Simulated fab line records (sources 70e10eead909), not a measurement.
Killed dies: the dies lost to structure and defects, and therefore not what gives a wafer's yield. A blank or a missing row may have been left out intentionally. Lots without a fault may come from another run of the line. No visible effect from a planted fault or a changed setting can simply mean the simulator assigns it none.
Commonality check across tools / flow nand_harc / Lots sampled 11, wafers sampled 33

WHAT PROMPTED THE OPENING
On 3 of the 11 lots, a flag is raised at NHARC_END_SORT_01 on the reading sort_bin_2_pct. Wafers without a fault read 1.5 %, standard deviation 0.66.
Rule: a lot is flagged when every wafer of it that has a number lies more than 4 standard deviations from that mean, or none has a number. The rest of the lots are taken to be sound.

lot=L588; measured=day 20 22:04; on=prober-02; sort_bin_2_pct (%), wafer by wafer=1.3 3.1 1.5; flag=
lot=L590; measured=day 21 05:14; on=prober-01; sort_bin_2_pct (%), wafer by wafer=0.9 1.6 1.2; flag=
lot=L592; measured=day 21 22:28; on=prober-01; sort_bin_2_pct (%), wafer by wafer=97.5 97.5 96.8; flag=FLAGGED
lot=L595; measured=day 22 04:41; on=prober-01; sort_bin_2_pct (%), wafer by wafer=95.3 97.2 96.5; flag=FLAGGED
lot=L594; measured=day 22 05:19; on=prober-02; sort_bin_2_pct (%), wafer by wafer=96.3 97.0 96.8; flag=FLAGGED
lot=L596; measured=day 22 13:20; on=prober-01; sort_bin_2_pct (%), wafer by wafer=1.3 1.6 2.5; flag=
lot=L601; measured=day 23 03:58; on=prober-02; sort_bin_2_pct (%), wafer by wafer=2.1 2.7 2.5; flag=
lot=L603; measured=day 23 19:44; on=prober-02; sort_bin_2_pct (%), wafer by wafer=2.7 1.8 2.8; flag=
lot=L604; measured=day 23 19:52; on=prober-01; sort_bin_2_pct (%), wafer by wafer=1.9 1.9 2.1; flag=
lot=L607; measured=day 24 04:13; on=prober-02; sort_bin_2_pct (%), wafer by wafer=1.6 1.9 1.3; flag=
lot=L606; measured=day 24 18:07; on=prober-01; sort_bin_2_pct (%), wafer by wafer=1.2 1.5 1.0; flag=
On average the flagged lots read 96.8 %, which is +95.3 % against the usual, or +99 or more standard deviations.

WHICH TOOL EACH LOT WENT THROUGH
Before the reading, the record contains 2 process steps out of a 1159-step route. Every cell lists first the tool, next ch and the chambers used by the sampled wafers, and last the start.
lot=L588; flag=; NHARC_A_M1_ETCH_15=rie_diel-08 ch 0,1, day 18 01:34 or earlier; NHARC_A_M1_ETCH_28=rie_diel-04 ch 0,1,3, day 18 01:53
lot=L590; flag=; NHARC_A_M1_ETCH_15=rie_diel-08 ch 0,1,3, day 19 08:40 or earlier; NHARC_A_M1_ETCH_28=rie_diel-12 ch 0,3, day 19 09:00
lot=L592; flag=FLAGGED; NHARC_A_M1_ETCH_15=rie_diel-04 ch 0,2, day 19 19:47 or earlier; NHARC_A_M1_ETCH_28=rie_diel-12 ch 0,1,3, day 19 20:06
lot=L595; flag=FLAGGED; NHARC_A_M1_ETCH_15=rie_diel-08 ch 2,3, day 20 11:39 or earlier; NHARC_A_M1_ETCH_28=rie_diel-12 ch 1,2,3, day 20 11:58
lot=L594; flag=FLAGGED; NHARC_A_M1_ETCH_15=rie_diel-08 ch 2,3, day 20 11:04 or earlier; NHARC_A_M1_ETCH_28=rie_diel-12 ch 0,1,2, day 20 11:23
lot=L596; flag=; NHARC_A_M1_ETCH_15=rie_diel-04 ch 0,2,3, day 20 19:52 or earlier; NHARC_A_M1_ETCH_28=rie_diel-12 ch 0,2,3, day 20 20:10
lot=L601; flag=; NHARC_A_M1_ETCH_15=rie_diel-12 ch 2,3, day 21 18:17 or earlier; NHARC_A_M1_ETCH_28=rie_diel-04 ch 0,2,3, day 21 18:37
lot=L603; flag=; NHARC_A_M1_ETCH_15=rie_diel-08 ch 1,2,3, day 22 05:43 or earlier; NHARC_A_M1_ETCH_28=rie_diel-12 ch 1,2,3, day 22 06:02
lot=L604; flag=; NHARC_A_M1_ETCH_15=rie_diel-04 ch 0,1,3, day 22 06:02 or earlier; NHARC_A_M1_ETCH_28=rie_diel-08 ch 0,1,3, day 22 06:21
lot=L607; flag=; NHARC_A_M1_ETCH_15=rie_diel-12 ch 0,1,2, day 22 15:59 or earlier; NHARC_A_M1_ETCH_28=rie_diel-12 ch 0,2,3, day 22 16:18
lot=L606; flag=; NHARC_A_M1_ETCH_15=rie_diel-04 ch 1,2, day 23 03:07 or earlier; NHARC_A_M1_ETCH_28=rie_diel-12 ch 1,2,3, day 23 03:26
What the steps here do:
- NHARC_A_M1_ETCH_15: etches the open film in C4F8/Ar, target depth 182.5 nm, time 91.2 s.
- NHARC_A_M1_ETCH_28: etches the open film in CF4/N2, target depth 30 nm, time 72.99 s.
- NHARC_END_SORT_01

FLAGGED OVER TOTAL, TOOL BY TOOL (the gauges that took the reading come last)
step=NHARC_A_M1_ETCH_15; tool=rie_diel-04; lots run=4; flagged=1; share of the flagged lots=some; sound lots run after its first flagged lot=3 (L596,L604,L606)
step=NHARC_A_M1_ETCH_15; tool=rie_diel-08; lots run=5; flagged=2; share of the flagged lots=some; sound lots run after its first flagged lot=1 (L603)
step=NHARC_A_M1_ETCH_15; tool=rie_diel-12; lots run=2; flagged=0; share of the flagged lots=none; sound lots run after its first flagged lot=-
step=NHARC_A_M1_ETCH_28; tool=rie_diel-04; lots run=2; flagged=0; share of the flagged lots=none; sound lots run after its first flagged lot=-
step=NHARC_A_M1_ETCH_28; tool=rie_diel-08; lots run=1; flagged=0; share of the flagged lots=none; sound lots run after its first flagged lot=-
step=NHARC_A_M1_ETCH_28; tool=rie_diel-12; lots run=8; flagged=3; share of the flagged lots=all; sound lots run after its first flagged lot=4 (L596,L603,L607,L606)
step=NHARC_END_SORT_01; tool=prober-01; lots run=6; flagged=2; share of the flagged lots=some; sound lots run after its first flagged lot=3 (L596,L604,L606)
step=NHARC_END_SORT_01; tool=prober-02; lots run=5; flagged=1; share of the flagged lots=some; sound lots run after its first flagged lot=3 (L601,L603,L607)
NHARC_A_M1_ETCH_15 gives no start for some lots, so the hours and the order of its lots are those of NHARC_A_M1_CD_MEAS_16.

WHAT IS ALLOWED BY THE TABLE
In the table, 1 row covers all flagged lots: rie_diel-12 at NHARC_A_M1_ETCH_28.
- rie_diel-12 at NHARC_A_M1_ETCH_28 ran 8 lots, 3 of them flagged. After the first flagged lot (L596, L603, L607, L606), sound lots still ran on it; a lasting fault on the whole tool would not permit that. On the flagged lots its readings are blank where sound lots have values: bias_w, cf4_flow_sccm, drypump_motor_current_A, n2_flow_sccm and 4 more.
Not one row of the table ran every flagged lot while running no sound lot after the first.

WHAT THE SIMULATOR HAD PUT IN
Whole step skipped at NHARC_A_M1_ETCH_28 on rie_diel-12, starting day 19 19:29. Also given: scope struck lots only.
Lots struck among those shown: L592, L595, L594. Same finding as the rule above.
